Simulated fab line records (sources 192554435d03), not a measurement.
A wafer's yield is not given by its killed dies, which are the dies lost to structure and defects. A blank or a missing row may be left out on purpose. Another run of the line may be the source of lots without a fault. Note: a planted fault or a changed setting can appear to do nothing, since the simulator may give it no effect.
fab line records    flow n5-finfet
[record] lots = 5  wafers = 13  last-day = 18
route steps=1938 shown BEOL_M2@879 BEOL_M4@1111 PASSIVATION@1936
lots with no fault: from the same line, run without faults
start-h: hours from the record's first day to the start of the lot's first wafer shown    wait-h: hours from the lot's prior step to this one    " repeats the value in the row above    L1.1+2: a row that stands for several wafers    - value missing, or start not given    * or withheld: withheld    < > ~ a bound
route shown NAME@n: NAME is a module with steps in the file, n the number in the route of the first one    usual: mean/standard deviation of fault-free wafers    same: alike in all rows    chamber/n: place in a boat    sites: readings site by site    _std_site: the standard deviation of these    _edge_site: mean of outer sites minus mean of inner sites    radius-mm: for every site, how far away it sits from the centre of the wafer    mask NAME#n: copy n    behind: the last tool/chamber to shape the wafer    hold: the reason the lot was held/the length of the hold in hours/how it ended    device: transistor that didn't switch, given as n, p or np    end of line: the tests these same wafers got at the end of their route    step lacking rows: just its recipe    killed: dies that structure and defects cost at the first sort, which is not the same as the wafer's yield    map: shows each die of a wafer: x if killed, . if not, _ if none is there
set.NAME: the run value of the setting; set.NAME@STEP: its run value at that earlier step    model.NAME: the simulator's own value behind a step, which no gauge read
lots at selected steps of the route; one table per step, one row per wafer
services: when a tool's chamber went out of use (start-h, in hours from the record's first day, below 0 if earlier), for how many hours, and the reason
[[steps]]
[step N5_BEOL_M2_DESCUM_33]
[recipe] chemistry = O2  time-s = 7  source-power-w = 50  bias-power-w = 20  pressure-mtorr = 20  rf-frequency-hz = 2.712e+07  temp-c = 40  resist = CAR-EUV  o2-flow-sccm = 225
[step N5_BEOL_M2_ETCH_77]
[recipe] chemistry = N2/H2  target = underlayer  target-depth-a = 65  mask-material = CAR-EUV  time-s = 5.2  ion-energy-ev = 200  pressure-mtorr = 30  source-w = 840  bias-w = 150  n2-flow-sccm = 200  h2-flow-sccm = 200  ends = cleared
[step N5_BEOL_M2_ETCH_69]
[recipe] chemistry = CF4  target = SiARC  target-depth-a = 156  mask-material = CAR-EUV  time-s = 26  ion-energy-ev = 80  pressure-mtorr = 40  source-w = 545  bias-w = 36  Ar_flow_sccm = 100  cf4-flow-sccm = 100  ends = cleared
[step N5_BEOL_M2_ALD_98]
[recipe] material = SiO2  target-thk-a = 25  temp-c = 100  ald-precursor-family = BDEAS  ald-co-reactant = O2-plasma  pulse-time-s = 1  co-reactant-pulse-time-s = 1  purge-time-s = 2  co-reactant-purge-time-s = 2  ald-cycles = 17  pressure-torr = 2
[step N5_BEOL_M2_ETCHBACK_99]
[recipe] chemistry = CHF3  target = SiO2  target-depth-a = 50  time-s = 10.4  source-w = 215  bias-w = 47  Ar_flow_sccm = 200  CHF3_flow_sccm = 12  ion-energy-ev = 100  pressure-mtorr = 30
[step N5_BEOL_M2_ETCH_70]
[recipe] chemistry = N2/H2  target = SOC  target-depth-a = 800  overetch-a = 240  mask-material = SiARC  temp-c = 40  time-s = 130  ion-energy-ev = 200  pressure-mtorr = 30  source-w = 840  bias-w = 150  n2-flow-sccm = 200  h2-flow-sccm = 200
[step N5_BEOL_M2_STRIP_71]
[recipe] chemistry = N2/H2  temp-c = 40  n2-flow-sccm = 200  h2-flow-sccm = 200  rf-frequency-hz = 6e+07
[step N5_BEOL_M2_STRIP_78]
[recipe] chemistry = N2/H2  temp-c = 40  n2-flow-sccm = 200  h2-flow-sccm = 200  rf-frequency-hz = 6e+07
[step N5_BEOL_M2_VIA_ETCH_34]
[recipe] chemistry = C4F6/O2  target-depth-a = 694  mask-material = SOC  pressure-mtorr = 15  ion-energy-ev = 250  taper-deg = 4  time-s = 65.9  source-w = 350  bias-w = 170  Ar_flow_sccm = 300  C4F6_flow_sccm = 10  O2_flow_sccm = 10
[step N5_BEOL_M2_STRIP_83]
[recipe] chemistry = C4F6/O2  resist = SiARC  rf-frequency-hz = 6e+07
[step N5_BEOL_M2_STRIP_36]
[recipe] chemistry = N2/H2  power-w = 450  temp-c = 40  pressure-mtorr = 20  rf-frequency-hz = 6e+07  overash-fraction = 0.3  bias-power-w = 7  h2-frac = 0.5  n2-flow-sccm = 200  h2-flow-sccm = 200
[step N5_BEOL_M2_TRENCH_ETCH_37]
[recipe] chemistry = C4F6/O2  target-depth-a = 555.55  target = SiOC  time-s = 29.2  ion-energy-ev = 250  pressure-mtorr = 30  source-w = 355  bias-w = 185  Ar_flow_sccm = 300  C4F6_flow_sccm = 10  O2_flow_sccm = 10
[usual] drypump-motor-current-A = 5.8/0.34  oes-product-au = 0.81/0.099  rf-vpp-V = 668/8.6  run-length-s = 52.6/0.41  showerhead-plenum-p-Torr = 2.83/0.12  throttle-valve-pct = 20.93/0.24
lot.wafer  tool         chamber  start-h  wait-h  drypump-motor-current-A  oes-product-au  rf-hours-counter-h  rf-vpp-V  run-length-s  showerhead-plenum-p-Torr  throttle-valve-pct  model.BEOL_M2.feature-depth-nm  model.etch.depth-nm  model.TiN_of_BEOL_M2_HM_DEP_02.thk-nm
L560.1     rie-diel-04  2        193.99   -       6.0                      0.88            49                  671       52.1          2.78                      20.91               56.6                            56.66                17.4
L560.2     "            0        "        "       6.1                      0.88            36                  669       52.8          3.04                      21.24               56.8                            56.8                 17.8
L560.5     "            3        "        "       6.5                      0.69            -                   662       53.0          2.80                      21.27               55.2                            55.13                17.4
L562.3     rie-diel-04  3        197.56   -       6.4                      0.68            237                 663       43.2          2.80                      21.29               37                              37                   18.4
L562.5     "            2        "        "       6.0                      0.87            -                   673       52.3          2.78                      20.91               56                              56.04                17.6
L565.1     rie-diel-04  0        205.66   -       6.2                      0.88            42                  670       43.2          3.03                      21.24               38.4                            38.43                18
L565.4     "            3        "        "       6.4                      0.68            240                 663       52.8          2.79                      21.29               55.4                            55.35                17.4
L564.1     rie-diel-04  3        209.54   -       6.4                      0.69            242                 663       43.3          2.79                      21.31               37.2                            37.3                 18.6
L564.2     "            0        "        "       6.1                      0.88            43                  670       53.0          3.03                      21.25               57                              57.07                17.2
L564.3     "            2        "        "       6.0                      0.86            55                  671       42.9          2.78                      20.90               38                              37.93                18
L576.3     rie-diel-03  3        276.96   -       5.5                      0.91            18                  679       53.1          2.92                      20.73               56.6                            56.55                17.4
L576.5     "            1        "        "       5.8                      0.88            -                   652       52.4          2.90                      20.53               56                              55.95                17.6
L576.6     "            0        "        "       5.8                      0.71            -                   680       52.3          2.60                      21.02               54.6                            54.52                17.8
[step N5_BEOL_M2_ETCH_41]
[recipe] chemistry = CH3F/O2  target = SiCN  target-depth-a = 299  taper-deg = 2  time-s = 52.5  ion-energy-ev = 120  mask-material = TiN  pressure-mtorr = 30  source-w = 395  bias-w = 75  Ar_flow_sccm = 150  CH3F_flow_sccm = 30  O2_flow_sccm = 20
[step N5_BEOL_M2_STRIP_97]
[recipe] chemistry = N2/H2  time-s = 10  power-w = 450  temp-c = 40  pressure-mtorr = 20  rf-frequency-hz = 6e+07  bias-power-w = 7  n2-flow-sccm = 200  h2-flow-sccm = 200
[step N5_BEOL_M2_OCD_MEAS_38]
[usual] trench-depth-nm = 55.7/1.3
lot.wafer  tool    chamber  start-h  wait-h  trench-depth-nm
L560.1     ocd-02  -        194.14   -       56.7
L560.2     "       -        "        "       57.1
L560.5     "       -        "        "       55.1
L562.3     ocd-02  -        197.72   -       36.5
L562.5     "       -        "        "       56.2
L565.1     ocd-02  -        205.82   -       37.9
L565.4     "       -        "        "       54.9
L564.1     ocd-02  -        209.69   -       37.4
L564.2     "       -        "        "       56.7
L564.3     "       -        "        "       38.1
L576.3     ocd-01  -        277.12   -       56.4
L576.5     "       -        "        "       55.7
L576.6     "       -        "        "       54.2
[step N5_BEOL_M2_HM_STRIP_39]
[recipe] chemistry = peroxide-tin-strip  material = TiN  target-depth-a = 250  temp-c = 50  time-s = 158
[step N5_BEOL_M2_SRD_40]
[recipe] time-s = 30  temp-c = 23  rinse-liquid = diw  dry = ipa-marangoni
[step N5_BEOL_M2_PRECLEAN_42]
[recipe] chemistry = residue-remover  time-s = 60  temp-c = 40
[step N5_BEOL_M2_SRD_43]
[recipe] time-s = 30  temp-c = 23  rinse-liquid = diw  dry = ipa-marangoni
[step N5_BEOL_M2_DEGAS_44]
[recipe] ambient = vacuum  temp-c = 250  time-s = 60
[step N5_BEOL_M2_PRE_CLEAN_45]
[recipe] gas = H2/He  time-s = 30  temp-c = 250
[step N5_BEOL_M2_ALD_84]
[recipe] material = TaN  target-thk-a = *  temp-c = 275  ald-precursor-family = PDMAT  ald-co-reactant = NH3  pressure-torr = 3  carrier-flow-sccm = 1500  pulse-time-s = 2  purge-time-s = 3  co-reactant-purge-time-s = 2  co-reactant-pulse-time-s = 3  ald-cycles = 30  precursor-vessel-temp-c = 75  precursor-vessel-pressure-torr = 26.25  precursor-vessel-carrier-sccm = 1000
[step N5_BEOL_M2_SURFACE_TREAT_85]
[recipe] gas = Ar  time-s = *  ion-energy-ev = *  ion-current-ma-cm2 = 0.5  pressure-mtorr = *  ar-flow-sccm = 30
[step N5_BEOL_M2_CVD_47]
[recipe] material = Co  target-thk-a = 30  temp-c = withheld  precursor = CCTBA/H2  pressure-torr = 30  time-s = 223.8
[step N5_BEOL_M2_SPUTTER_48]
[recipe] material = Cu  target-thk-a = 45  temp-c = -20  chamber-pressure-pa = 0.07  power-w = withheld  time-s = 8.29
[step N5_BEOL_M2_ANNEAL_49]
[recipe] temp-c = 400  time-s = 240  ambient = vacuum
[step N5_BEOL_M2_SPUTTER_79]
[recipe] material = Cu  target-thk-a = 45  temp-c = -20  chamber-pressure-pa = 0.07  power-w = withheld  time-s = 8.29
[step N5_BEOL_M2_ANNEAL_80]
[recipe] temp-c = 400  time-s = 240  ambient = vacuum
[step N5_BEOL_M2_SPUTTER_81]
[recipe] material = Cu  target-thk-a = 45  temp-c = -20  chamber-pressure-pa = 0.07  power-w = withheld  time-s = 8.29
[step N5_BEOL_M2_ANNEAL_82]
[recipe] temp-c = 400  time-s = 240  ambient = vacuum
[step N5_BEOL_M2_SPUTTER_86]
[recipe] material = Cu  target-thk-a = 45  temp-c = -20  chamber-pressure-pa = 0.07  power-w = withheld  time-s = 8.29
[step N5_BEOL_M2_ANNEAL_87]
[recipe] temp-c = 400  time-s = 240  ambient = vacuum
[step N5_BEOL_M2_SPUTTER_88]
[recipe] material = Cu  target-thk-a = 45  temp-c = -20  chamber-pressure-pa = 0.07  power-w = withheld  time-s = 8.29
[step N5_BEOL_M2_ANNEAL_89]
[recipe] temp-c = 400  time-s = 240  ambient = vacuum
[step N5_BEOL_M2_SPUTTER_90]
[recipe] material = Cu  target-thk-a = 45  temp-c = -20  chamber-pressure-pa = 0.07  power-w = withheld  time-s = 8.29
[step N5_BEOL_M2_ANNEAL_91]
[recipe] temp-c = 400  time-s = 240  ambient = vacuum
[step N5_BEOL_M2_SPUTTER_92]
[recipe] material = Cu  target-thk-a = 45  temp-c = -20  chamber-pressure-pa = 0.07  power-w = withheld  time-s = 8.29
[step N5_BEOL_M2_ANNEAL_93]
[recipe] temp-c = 400  time-s = 240  ambient = vacuum
[step N5_BEOL_M2_SPUTTER_94]
[recipe] material = Cu  target-thk-a = 45  temp-c = -20  chamber-pressure-pa = 0.07  power-w = withheld  time-s = 8.29
[step N5_BEOL_M2_ANNEAL_95]
[recipe] temp-c = 400  time-s = 240  ambient = vacuum
[step N5_BEOL_M2_CMP_52]
[recipe] stop-on = SiOC  t-overpolish-s = 6.8  down-force-psi = 1  platen-rpm = 50  clearing-platen-down-force-psi = 1.5  clearing-platen-rpm = 50  post-cmp-clean = cu-alkaline  target-thk-nm = 40  clearing-platen-pad-velocity-m-s = 0.99484  pad-velocity-m-s = 0.99484
[usual] barrier-field-endpoint-s = 24.6/0.65  motor-current-A = 6.4/0.7  overpolish-run-s = 6.800/0.0088  time-to-endpoint-s = 62.0/2.9
lot.wafer  tool    chamber  start-h  wait-h  barrier-field-endpoint-s  motor-current-A  overpolish-run-s  time-to-endpoint-s  model.Cu_of_BEOL_M2_ECD_50.thk-nm
L560.1     cmp-02  3        197.33   0.3     23.8                      7.3              6.810             61.7                41
L560.2     "       0        "        "       23.8                      7.4              6.800             60.3                40.4
L560.5     "       3        "        "       24.4                      8.4              6.805             59.0                39.2
L562.3     cmp-02  1        201.39   0.3     25.7                      5.8              6.811             65.4                21.6
L562.5     "       3        "        "       25.7                      7.9              6.795             65.1                40.2
L565.4     cmp-02  3        210.67   0.2     24.6                      8.0              6.807             61.4                38
L565.1     "       0        "        "       24.7                      6.9              6.795             62.8                20.8
L564.3     cmp-02  0        213.19   0.2     24.1                      7.2              6.791             62.3                20.4
L564.1     "       1        "        "       24.6                      6.0              6.799             63.9                20.2
L564.2     "       2        "        "       24.3                      6.3              6.818             65.8                40.6
L576.3     cmp-02  3        282.27   0.3     24.1                      7.9              6.801             62.4                42.2
L576.5     "       0        "        "       24.5                      6.9              6.800             59.9                39.6
L576.6     "       1        "        "       24.9                      5.9              6.802             62.5                38.8
[step N5_BEOL_M2_THK_MEAS_53]
[recipe] thk-meas-gauge = xrf  reads = Cu_of_BEOL_M2_ECD_50
[usual] M2_THK = 39.3/1.4
lot.wafer  tool           chamber  start-h  wait-h  M2_THK[nm]
L560.1     film-metro-01  -        197.59   -       40.2
L560.2     "              -        "        "       39.4
L560.5     "              -        "        "       38.4
L562.3     film-metro-02  -        201.57   -       21.5
L562.5     "              -        "        "       40.2
L565.1     film-metro-02  -        210.89   -       20.7
L565.4     "              -        "        "       37.9
L564.1     film-metro-01  -        213.44   -       20.1
L564.2     "              -        "        "       40.2
L564.3     "              -        "        "       20.4
L576.3     film-metro-02  -        282.45   -       41.7
L576.5     "              -        "        "       39.3
L576.6     "              -        "        "       38.4
[step N5_BEOL_M2_RS_MEAS_58]
[recipe] thk-meas-gauge = four-point-probe  reads = Co_of_BEOL_M2_CO_CAP_55+Cu_of_BEOL_M2_ECD_50+Co_of_BEOL_M2_CVD_47+TaN_of_BEOL_M2_ALD_84
[usual] M2_RS = 0.68/0.033
lot.wafer  tool           chamber  start-h  wait-h  M2_RS[ohm/sq]
L560.1     film-metro-01  -        197.85   0.0     0.65
L560.2     "              -        "        "       0.66
L560.5     "              -        "        "       0.69
L562.3     film-metro-02  -        201.89   0.1     1.52
L562.5     "              -        "        "       0.66
L565.1     film-metro-01  -        211.24   0.0     1.60
L565.4     "              -        "        "       0.71
L564.1     film-metro-02  -        213.70   0.0     1.67
L564.2     "              -        "        "       0.66
L564.3     "              -        "        "       1.65
L576.3     film-metro-01  -        282.71   0.1     0.63
L576.5     "              -        "        "       0.68
L576.6     "              -        "        "       0.70
[step N5_BEOL_M4_RC_MEAS_101]
[usual] DIBL_N = 35.3/1.8  DIBL_P = 35.2/2.2  IOFF_N = 0.144/0.029  IOFF_P = 0.19/0.031  ION_N = 670/12  ION_P = 460/7.6  SERP_M2 = 200/15  SERP_M2_max_site = 212/16  SS_N = 71.2/0.62  SS_P = 73.0/0.69  VT_N = 251/3.4  VT_P = -251.4/2.6
lot.wafer  tool       chamber  start-h  wait-h  DIBL_N[mV/V]  DIBL_P[mV/V]  IOFF_N[nA/um]  IOFF_P[nA/um]  ION_N[uA/um]  ION_P[uA/um]  SERP_M2[ohm/um]  SERP_M2_max_site[ohm/um]  SS_N[mV/dec]  SS_P[mV/dec]  VT_N[mV]  VT_P[mV]
L560.1     prober-01  0        236.78   0.0     36.7          36.9          0.172          0.21           675           459           191              199                       72.3          73.8          249       -252.4
L560.2     "          0        "        "       34.8          34.8          0.139          0.17           663           445           209              226                       71.6          73.3          253       -254.3
L560.5     "          0        "        "       30.4          29.9          0.084          0.13           640           449           209              229                       70.5          71.4          259       -255.8
L562.3     prober-02  0        238.48   0.5     33.1          33.6          0.119          0.15           671           458           404              438                       70.9          73.0          253       -253.9
L562.5     "          0        "        "       32.3          32.6          0.108          0.15           656           451           214              237                       70.7          72.6          255       -257.4
L564.1     prober-01  0        245.08   0.0     30.7          28.8          0.083          0.12           656           456           403              449                       70.0          70.9          254       -255.6
L564.2     "          0        "        "       35.3          34.9          0.142          0.18           673           461           191              209                       70.5          72.4          250       -253.6
L564.3     "          0        "        "       35.5          36.4          0.160          0.20           699           479           381              416                       70.9          73.1          246       -251.4
L565.1     prober-02  0        245.57   0.0     35.0          33.5          0.117          0.18           659           461           448              464                       70.2          72.9          254       -252.9
L565.4     "          0        "        "       35.9          34.3          0.125          0.18           652           449           198              215                       70.7          72.4          254       -253.4
L576.3     prober-01  0        324.62   0.3     37.0          36.2          0.164          0.20           662           454           193              202                       71.0          72.8          251       -248.7
L576.5     "          0        "        "       34.9          34.8          0.121          0.19           650           453           193              202                       71.0          72.2          255       -249.4
L576.6     "          0        "        "       37.3          37.1          0.172          0.22           663           456           218              229                       71.1          73.3          250       -248.1
// sites SERP_M2 radius-mm=0,75,75,75,75,140,140,140,140
L560.1 199 193 191 193 190 189 186 192 183
L562.3 404 404 426 438 398 403 421 412 403
L564.1 415 403 428 449 422 389 395 398 387
L565.1 435 464 450 448 433 462 375 450 416
L576.3 194 201 202 193 194 192 182 183 185
[step N5_PASSIVATION_PROBE_49]
[usual] defect-limited-yield = 91.0/1.4  killed_at_M0_to_M3 = 36/10  killed_at_M4_up = 15/5  killed-at-contacts = 12/6.1  killed-at-front-end = 40/13  killed-at-other = 3.8/2.9  killed-dies = 106/16  killed-open = 68/12  killed-short = 35/8.2  sort_bin_5_function = 5.2/0.9  sort_bin_6_memory = 3.4/0.71  sort_bin_8_speed = 0.0/0.46  sort-n-pass = 1073/17
[same] gross-dies = 1180  killed-at-back-side = 0  sort_bin_4_leakage[%] = 0
lot.wafer  tool       chamber  start-h  wait-h  defect-limited-yield[%]  killed_at_M0_to_M3  killed_at_M4_up  killed-at-contacts  killed-at-front-end  killed-at-other  killed-dies  killed-open  killed-short  sort_bin_5_function[%]  sort_bin_6_memory[%]  sort_bin_8_speed[%]  sort-n-pass
L562.3     prober-01  -        355.64   0.1     80.4                     173                 12               11                  35                   0                231          64           30            5.5                     2.2                   11.5                 949
L562.5     prober-01  -        355.74   0.2     93.1                     18                  9                23                  29                   3                82           51           27            4.3                     2.5                   0                    1098
L564.1     prober-02  -        364.42   0.0     79.1                     196                 13               8                   26                   4                247          74           23            5.4                     2.8                   12.5                 933
L564.2     prober-02  -        364.47   0.1     90.3                     50                  9                21                  31                   4                115          77           37            5.1                     4.3                   0                    1065
L564.3     prober-02  -        364.52   0.1     85.9                     125                 10               10                  20                   1                166          56           38            5.2                     2.8                   6.0                  1014
L560.1     prober-01  -        375.68   0.2     90.3                     35                  16               4                   53                   7                115          70           39            5.2                     4.0                   0                    1065
L560.2     prober-01  -        375.73   0.3     91.7                     33                  9                0                   54                   2                98           65           32            5.1                     2.9                   0                    1082
L560.5     prober-01  -        375.88   0.4     89.4                     35                  25               4                   54                   7                125          71           46            5.5                     4.0                   0.1                  1054
L565.1     prober-02  -        376.77   0.0     74.6                     230                 10               9                   49                   2                300          61           26            4.1                     3.6                   17.8                 880
L565.4     prober-02  -        376.92   0.2     91.4                     46                  12               7                   35                   2                102          62           38            5.2                     3.4                   0.1                  1077
L576.3     prober-01  -        442.52   0.1     92.1                     15                  19               15                  34                   10               93           63           23            4.7                     3.1                   0                    1087
L576.5     prober-01  -        442.62   0.2     91.9                     31                  15               9                   33                   8                96           61           32            5.2                     2.5                   0                    1084
L576.6     prober-01  -        442.67   0.3     89.8                     42                  20               20                  35                   3                120          83           31            4.9                     5.0                   0                    1060
// killed by level:class
L562.3 BEOL_M2:area-ecd=136 MOL_CONTACT_COAG:geometric-particle:open=9 BEOL_M2:geometric-particle:open=9 BEOL_M0_SAQP:geometric-particle:short=8 DUMMY_GATE:geometric-particle:open=7 FIN_SAQP:geometric-particle:open=6 BEOL_M0_SAQP:geometric-particle:open=5 BEOL_M1:geometric-particle:open=5
L562.5 MOL_CONTACT_COAG:geometric-particle:open=19 FIN_SAQP:geometric-particle:short=8 BEOL_M1:geometric-particle:open=6 BEOL_M0_SAQP:geometric-particle:short=5 MOL_CONTACT_COAG:geometric-particle:short=4 STARTING-WAFER:geometric-particle:open=4 FIN_SAQP:geometric-particle:open=3 BEOL_M4:geometric-particle:open=3
L564.1 BEOL_M2:area-ecd=148 BEOL_M2:geometric-particle:open=32 FIN_SAQP:geometric-particle:short=6 STI_FIN_REVEAL:geometric-particle:open=6 MOL_CONTACT_COAG:geometric-particle:open=5 BEOL_M4:geometric-particle:open=5 BEOL_M0_SAQP:geometric-particle:short=4 BEOL_M1:geometric-particle:open=4
L564.2 MOL_CONTACT_COAG:geometric-particle:open=17 BEOL_M0_SAQP:geometric-particle:short=14 BEOL_M3:geometric-particle:open=13 BEOL_M2:geometric-particle:open=8 BEOL_M0_SAQP:geometric-particle:open=6 BEOL_M1:geometric-particle:open=6 STARTING-WAFER:geometric-particle:open=6 FIN_SAQP:geometric-particle:open=4
L564.3 BEOL_M2:area-ecd=71 BEOL_M0_SAQP:geometric-particle:short=15 BEOL_M2:geometric-particle:open=10 MOL_CONTACT_COAG:geometric-particle:open=9 BEOL_M0_SAQP:geometric-particle:open=9 BEOL_M1:geometric-particle:open=8 BEOL_M3:geometric-particle:open=5 ILD0:geometric-particle:short=3
L560.1 STI_FIN_REVEAL:geometric-particle:open=19 BEOL_M0_SAQP:geometric-particle:open=9 BEOL_M4:geometric-particle:open=8 FIN_SAQP:geometric-particle:short=6 STI_FIN_REVEAL:geometric-particle:short=6 BEOL_M1:geometric-particle:open=5 BEOL_M2:geometric-particle:open=5 BEOL_M0_SAQP:geometric-particle:short=4
L560.2 STI_FIN_REVEAL:geometric-particle:open=29 BEOL_M0_SAQP:geometric-particle:short=8 BEOL_M1:geometric-particle:open=6 DUMMY_GATE:geometric-particle:open=5 BEOL_M0_SAQP:geometric-particle:open=5 FIN_SAQP:geometric-particle:short=4 BEOL_M1:geometric-particle:short=4 STI_FIN_REVEAL:geometric-particle:short=3
L560.5 FIN_SAQP:geometric-particle:short=11 BEOL_M4:geometric-particle:open=11 STI_FIN_REVEAL:geometric-particle:open=10 BEOL_M0_SAQP:geometric-particle:open=8 BEOL_M2:geometric-particle:open=8 HKMG_FIN:area-etch=8 BEOL_M0_SAQP:geometric-particle:short=6 BEOL_M1:geometric-particle:open=6
L565.1 BEOL_M2:area-ecd=210 STI_FIN_REVEAL:geometric-particle:open=12 BEOL_M0_SAQP:geometric-particle:open=11 MOL_CONTACT_COAG:geometric-particle:open=8 STARTING-WAFER:geometric-particle:open=5 FIN_SAQP:geometric-particle:open=4 STI_FIN_REVEAL:geometric-particle:short=4 GATE_CUT:geometric-particle:short=4
L565.4 BEOL_M0_SAQP:geometric-particle:short=15 BEOL_M0_SAQP:geometric-particle:open=15 STI_FIN_REVEAL:geometric-particle:open=6 DUMMY_GATE:geometric-particle:open=6 MOL_CONTACT_COAG:geometric-particle:open=5 BEOL_M3:geometric-particle:open=5 GATE_CUT:geometric-particle:short=4 GATE_CUT:geometric-particle:open=4
L576.3 BEOL_M4:geometric-particle:open=15 MOL_CONTACT_COAG:geometric-particle:open=12 FIN_SAQP:geometric-particle:open=11 STI_FIN_REVEAL:geometric-particle:open=6 FIN_SAQP:geometric-particle:short=5 MOL_CONTACT_COAG:geometric-particle:short=3 BEOL_M3:geometric-particle:open=3 BEOL_M0_SAQP:geometric-particle:open=3
L576.5 BEOL_M4:geometric-particle:open=9 BEOL_M2:geometric-particle:open=7 PASS1_DEP:geometric-particle:open=6 BEOL_M3:geometric-particle:open=6 FIN_SAQP:geometric-particle:open=5 FIN_SAQP:geometric-particle:short=5 ILD0:geometric-particle:short=5 MOL_CONTACT_COAG:geometric-particle:open=5
L576.6 MOL_CONTACT_COAG:geometric-particle:open=18 BEOL_M0_SAQP:geometric-particle:open=12 BEOL_M4:geometric-particle:open=11 BEOL_M0_SAQP:geometric-particle:short=10 FIN_SAQP:geometric-particle:open=7 BEOL_M3:geometric-particle:open=7 DUMMY_GATE:geometric-particle:open=5 BEOL_M4:geometric-particle:short=5
// map L562.3 (x killed, . not)
_________________.....xx....x________________
______________...x......x.x....._____________
___________x.....x....xx...........__________
__________x..x....x...x............x_________
________x...x.x.x.x.....xx.x.x..xx..x._______
_______x..xx....x.x...x.x......x.......______
______....x....x.x....x...xx..x.......x._____
_____..x.....xxx............xx...........____
____....x..xx...xxx.x....x..x...x.......x.___
___...x..x.......x.xxx...xxx......x..x.....__
___....x..x.xx........x..xx.x...x....x...x.__
__...x..........x....x..x....x.....xx..xx..._
__..x..x..x.x..x.x....x.x......x...xxx......_
_x....x.x.xx............x.......xx......x....
_...........x.......x.........xx............x
_x..x.......x......x...x......x.....x.x......
_.....xx...x...x......x.xx..x.xx....xx...x.x.
_.....x...xx..x......x.....xx......xx....xx..
_..x.............x..x........x....xx.........
_.....x...x..x....x....x..xx.....x.......x...
_..................x...........x....x......x.
__.........x..x...x.......x.x.......x......x_
__.....x...x.x.x..x...x.....x.....x.....x..._
___...x...xxxxx....x.......................__
___.x....x..xx..............x............x.__
____..............x....xx.x......xx.xx....___
_____................x.......x..x..x.....____
______...........xx..x.x...........x...._____
_______....x..x......x..x....x.........______
________x..xx........................._______
__________....x...xx..........x....._________
___________.............x.......x..__________
______________................x._____________
_________________.......x....________________
// map L564.1 (x killed, . not)
_________________.........xx.________________
______________x......xx......xx._____________
___________........xx...x....x.....__________
__________....xx..x...x...x..x.x...._________
________...x....xx.x......x..........._______
_______........x..x......x.............______
______...x..x.................x........._____
_____....xx.xx.x...xx.x.....x.......xx...____
____....xx.x.x.......x...x......x.x......x___
___.xx.xx.x................x......x..xx....__
___..x..x.xxx...x.xx.x...xx....x.x.......xx__
__.x......x.....x.x......x.x....x..........._
__.......x.x.x.xx...xx...x...x....x....x...._
_......x.....xx.x...x..x.x.x.x..x.......x....
_..x.xx.........x.........xx....xx...........
_.........xx.....x........xxx..x..x.......xx.
_........x.x...x.....x.x..x.......xx...x...x.
_....x.x.....xx.x.......x..x.............x.x.
_..x.x.xx......x.....xx...x...x..............
_.....xx.....x....x.......xx.x...x.x.x.x.....
_x.xx.x....xx.....x.xxx.x..x........x....x...
__x.....xx..x..x............x..............._
__......................x...x.x............._
___x.x...x.x..............x..x...x......x..__
___..xx..x.......x..x...x..........x..x...x__
____...x.......x.....x......x.x.x.x.......___
_____.........xx...........xxx.....x...x.____
______...x..........xx.............x...._____
_______..x.x...x.x...xxx......x.x.xx...______
________....xx......x.x.x..x.x........_______
__________.x........x........xx....._________
___________...x......xx.......xx...__________
______________........x.....x..._____________
_________________.....x......________________
[[services]]
tool         chamber  start-h  hours  kind
rie-diel-03  1        170.66   -      clean
rie-diel-03  1        170.66   -      consumable-replace:focus-ring
rie-diel-03  1        170.66   24.9   scheduled-down
rie-diel-03  1        170.66   24.9   vent-cycle
rie-diel-03  2        172.34   8.9    repair
rie-diel-03  3        201.91   -      clean
rie-diel-03  3        201.91   -      consumable-replace:focus-ring
rie-diel-03  3        201.91   19.4   scheduled-down
rie-diel-03  3        201.91   19.4   vent-cycle
cmp-02       -        202.26   3.5    pm
rie-diel-04  3        232.80   -      clean
rie-diel-04  3        232.80   -      consumable-replace:focus-ring
rie-diel-04  3        232.80   26.5   scheduled-down
rie-diel-04  3        232.80   26.5   vent-cycle
[[key]]
[first-sign] step = N5_BEOL_M2_TRENCH_ETCH_37  reading = run-length-s  direction = down  sigmas = 23  usual = *  struck = *
[effect] step = N5_BEOL_M2_OCD_MEAS_38  reading = trench-depth-nm  direction = down  sigmas = 14  usual = 55.7  struck = 37.5
[effect] step = N5_BEOL_M2_THK_MEAS_53  reading = M2_THK  direction = down  sigmas = 13  usual = 39.3  struck = 20.7
[effect] step = N5_BEOL_M2_RS_MEAS_58  reading = M2_RS  direction = up  sigmas = 29  usual = 0.68  struck = 1.61
[effect] step = N5_BEOL_M4_RC_MEAS_101  reading = SERP_M2  direction = up  sigmas = 14  usual = 200  struck = 409
[effect] step = N5_BEOL_M4_RC_MEAS_101  reading = SERP_M2_max_site  direction = up  sigmas = 14  usual = 212  struck = 442
[effect] step = N5_PASSIVATION_PROBE_49  reading = sort_bin_8_speed  direction = up  sigmas = 26  usual = 0.0  struck = 12.0
[model-effect] step = N5_BEOL_M2_TRENCH_ETCH_37  value = BEOL_M2.feature-depth-nm  without = 56.15  struck = 37.65
[model-effect] step = N5_BEOL_M2_CMP_52  value = Cu_of_BEOL_M2_ECD_50.thk-nm  without = 39.3  struck = 20.75
[more-kills-born-at] N5_BEOL_M2_ECD_50@ecd-cu-01 = 346  N5_BEOL_M2_ECD_50@ecd-cu-02 = 219
met-at N5_BEOL_M2_TRENCH_ETCH_37
struck-wafers L562.3,L564.1,L564.3,L565.1
onset-between 193.99 197.56
[fault] kind = process-parameter-drift  tool = rie-diel-04  chamber = -  onset-h = 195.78  steps = N5_BEOL_M2_TRENCH_ETCH_37  channel = time-s  offset = *  shape = step  end-h = 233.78  scope = struck-wafers-only  acts-in = *  stated = *
